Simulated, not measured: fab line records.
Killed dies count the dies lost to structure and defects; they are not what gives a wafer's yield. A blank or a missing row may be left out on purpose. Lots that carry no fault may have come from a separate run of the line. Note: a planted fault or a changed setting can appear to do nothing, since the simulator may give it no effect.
Chamber matching | flow nandHarc | NHARC_A_STAIRCASE_TRIM_220 on rieDiel-04: 4 sister chambers
The step chemistry O2, time 211.2 s. 18 wafers are shown with their chamber, then 9 later ones without.

WAFERS PAIRED WITH THEIR CHAMBERS
wafer  | chamber | drypumpMotorCurrentA (A) | showerheadPlenumPTorr (Torr) | oesProductAu (a.u.)
L075.1 | 2       | 6.0                      | 3.61                         | 0.987
L075.2 | 1       | 5.7                      | 3.63                         | 0.992
L075.4 | 0       | 5.6                      | 3.66                         | 0.999
L078.1 | 0       | 5.6                      | 3.65                         | 1.016
L078.3 | 3       | 5.0                      | 3.47                         | 1.006
L078.5 | 1       | 5.7                      | 3.63                         | 1.001
L079.1 | 0       | 5.6                      | 3.65                         | 1.010
L079.3 | 2       | 6.0                      | 3.60                         | 0.996
L079.5 | 3       | 5.0                      | 3.47                         | 0.997
L081.1 | 0       | 5.6                      | 3.65                         | 1.009
L081.4 | 3       | 5.0                      | 3.46                         | 1.008
L081.6 | 3       | 5.0                      | 3.46                         | 1.000
L082.1 | 0       | 5.6                      | 3.64                         | 1.006
L082.2 | 3       | 5.0                      | 3.46                         | 0.997
L082.5 | 1       | 5.7                      | 3.62                         | 0.998
L086.1 | 0       | 5.6                      | 3.64                         | 1.003
L086.3 | 3       | 5.0                      | 3.45                         | 0.995
L086.5 | 2       | 5.9                      | 3.59                         | 0.993

SIGNATURES, as means of the wafers listed above
reading               | chamber 0 | chamber 1 | chamber 2 | chamber 3 | scatter within a chamber
drypumpMotorCurrentA  | 5.600     | 5.700     | 5.967     | 5.000     | 0.0218
showerheadPlenumPTorr | 3.6483    | 3.6267    | 3.6000    | 3.4617    | 0.00772
oesProductAu          | 1.00717   | 0.99700   | 0.99200   | 1.00050   | 0.00535
Rule: a wafer's distance from a chamber is the root of the sum, over the readings, of the square of ((its reading less the chamber's mean) divided by the reading's scatter). The wafer belongs to the nearest chamber; if the next one is less than 2 further off, it can't be placed. The scatter is the square root of a quotient: the sum, over the shown wafers, of each reading's squared deviation from its chamber's mean, divided by wafers minus chambers.

WAFERS WITH NO CHAMBER GIVEN
wafer  | drypumpMotorCurrentA (A) | showerheadPlenumPTorr (Torr) | oesProductAu (a.u.)
L088.2 | 5.0                      | 3.45                         | 1.002
L088.4 | 6.0                      | 3.58                         | 0.999
L088.6 | 5.0                      | 3.45                         | 0.993
L089.1 | 6.0                      | 3.58                         | 0.999
L089.3 | 5.6                      | 3.63                         | 1.005
L089.4 | 5.7                      | 3.61                         | 0.991
L094.2 | 5.0                      | 3.43                         | 1.002
L094.5 | 6.0                      | 3.57                         | 1.005
L094.6 | 5.0                      | 3.44                         | 0.998

WHICH CHAMBER EACH ONE RAN IN
wafer  | from the rows above | in truth
L088.2 | 3                   | 3
L088.4 | 2                   | 2
L088.6 | 3                   | 3
L089.1 | 2                   | 2
L089.3 | 0                   | 0
L089.4 | 1                   | 1
L094.2 | 3                   | 3
L094.5 | 2                   | 2
L094.6 | 3                   | 3
Correctly placed: 9 of 9. Left unplaced by these rows: 0. Placed wrongly: 0.
